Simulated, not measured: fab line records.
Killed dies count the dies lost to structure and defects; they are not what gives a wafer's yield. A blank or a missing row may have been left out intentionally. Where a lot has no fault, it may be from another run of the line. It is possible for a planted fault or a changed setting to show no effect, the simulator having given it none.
A struck lot beside a sound one    flow nandHarc    15 out of 1302 route steps
Sound: wafers L490.1, L490.2, L490.5. The struck wafers were L503.4, L503.5, L503.6. The cause is given at the end.
Per side, at each step with rows, come the tool, then ch with its chambers, and then its first start. Under that, the readings that differ: sound wafers    struck wafers    difference of the means    sigmas: that difference in standard deviations of wafers without a fault.
alike: words and numbers the same on both sides, and readings whose means are apart by under 2 such deviations; not compared: readings that were withheld, readings missing a value for some wafer, numbers with overlapping values and no deviation given by the record, and bounds like >300 which may hide the same value.
Wherever a step has rows on one side only, a row that says differs or no value, or a row with sigmas, the two part there. Non-overlapping numbers with no deviation appear without sigmas and do not part them. Lack of a reading on every wafer of one side parts them only where that side has two or more wafers.

first, 7 steps without rows for these wafers: NHARC_A_CONTACT_COAT_35 (time 65 s); NHARC_A_CONTACT_COAT_36 (resist thk 90 nm); NHARC_A_CONTACT_SOFTBAKE_37 (time 55 s); NHARC_A_CONTACT_EBR_38; NHARC_A_CONTACT_EXPOSE_39 (exposes mask A CC 3); NHARC_A_CONTACT_PEB_40 (peb time 65 s); NHARC_A_CONTACT_DEVELOP_41 (develop time 35 s).
NHARC_A_CONTACT_CD_MEAS_42 targets a cd of 300 nm.
  sound on cdSem-01 ch 0, day 23 01:10; struck on cdSem-01 ch 0, day 29 11:56
reading    sound              struck             difference  sigmas
cdNm (nm)  301.7 300.7 300.4  299.6 299.5 299.8  -1.3        -2
NHARC_A_CONTACT_OVL_MEAS_43:
  sound on overlay-01, day 23 01:15; struck on overlay-01, day 29 12:02
  alike: overlayXNm, overlayYNm
NHARC_A_CONTACT_INSPECT_44:
  sound on defectInspect-01, day 23 01:17; struck on defectInspect-01, day 29 12:04
  alike: rawDefectCount
NHARC_A_CONTACT_DESCUM_47: chemistry O2, time 3 s.
  sound on rieDiel-04 ch 0,1,3, day 23 01:22; struck on rieDiel-04 ch 0,1,2, day 29 12:08
  alike: drypumpMotorCurrentA, oesProductAu, rfVppV, showerheadPlenumPTorr, throttleValvePct
  not compared: rfHoursCounterH
NHARC_A_CONTACT_ETCH_48: etches the open film in CF4, target depth 39 nm, time 65 s.
  sound on rieDiel-04 ch 0,2,3, day 23 01:26; struck on rieDiel-04 ch 1,2, day 29 12:13
  alike: drypumpMotorCurrentA, oesProductAu, rfVppV, runLengthS, showerheadPlenumPTorr, throttleValvePct
  not compared: rfHoursCounterH
NHARC_A_CONTACT_ETCH_49: etches the open film in N2/H2, target depth 260 nm, time 475.3 s.
  sound on rieDiel-04 ch 0,1,3, day 23 01:38; struck on rieDiel-04 ch 0,1,3, day 29 12:24
reading         sound              struck             difference  sigmas
runLengthS (s)  496.5 497.0 495.8  451.1 451.1 450.3  -45.6       -93
  alike: drypumpMotorCurrentA, h2FlowSccm, oesProductAu, rfVppV, showerheadPlenumPTorr, throttleValvePct
  not compared: rfHoursCounterH
NHARC_A_CONTACT_ETCH_50: etches the open film in CF4/CHF3, target depth 121 nm, time 60.5 s.
  sound on rieDiel-04 ch 0,3; struck on rieDiel-04 ch 0,1
  alike: drypumpMotorCurrentA, oesProductAu, rfVppV, runLengthS, showerheadPlenumPTorr, throttleValvePct
  not compared: rfHoursCounterH
-- jump in the record: it breaks off in module A_CONTACT and resumes in module END (first step shown: number 1302 of the route), and 3 days separate the struck wafers' starts before and after --
NHARC_END_SORT_01:
  sound on prober-01 ch 0, day 26 01:07; struck on prober-01 ch 0, day 32 19:53
  alike: killedAtArray, killedAtOther, killedAtPeriphery, killedDies, killedOpen, killedShort

## WHERE THEY PART
First at NHARC_A_CONTACT_CD_MEAS_42; last, within this record, at NHARC_A_CONTACT_ETCH_49. Later steps at which nothing parts them and some readings are alike: NHARC_A_CONTACT_ETCH_50, NHARC_END_SORT_01.

WHY: whatever the simulator had introduced
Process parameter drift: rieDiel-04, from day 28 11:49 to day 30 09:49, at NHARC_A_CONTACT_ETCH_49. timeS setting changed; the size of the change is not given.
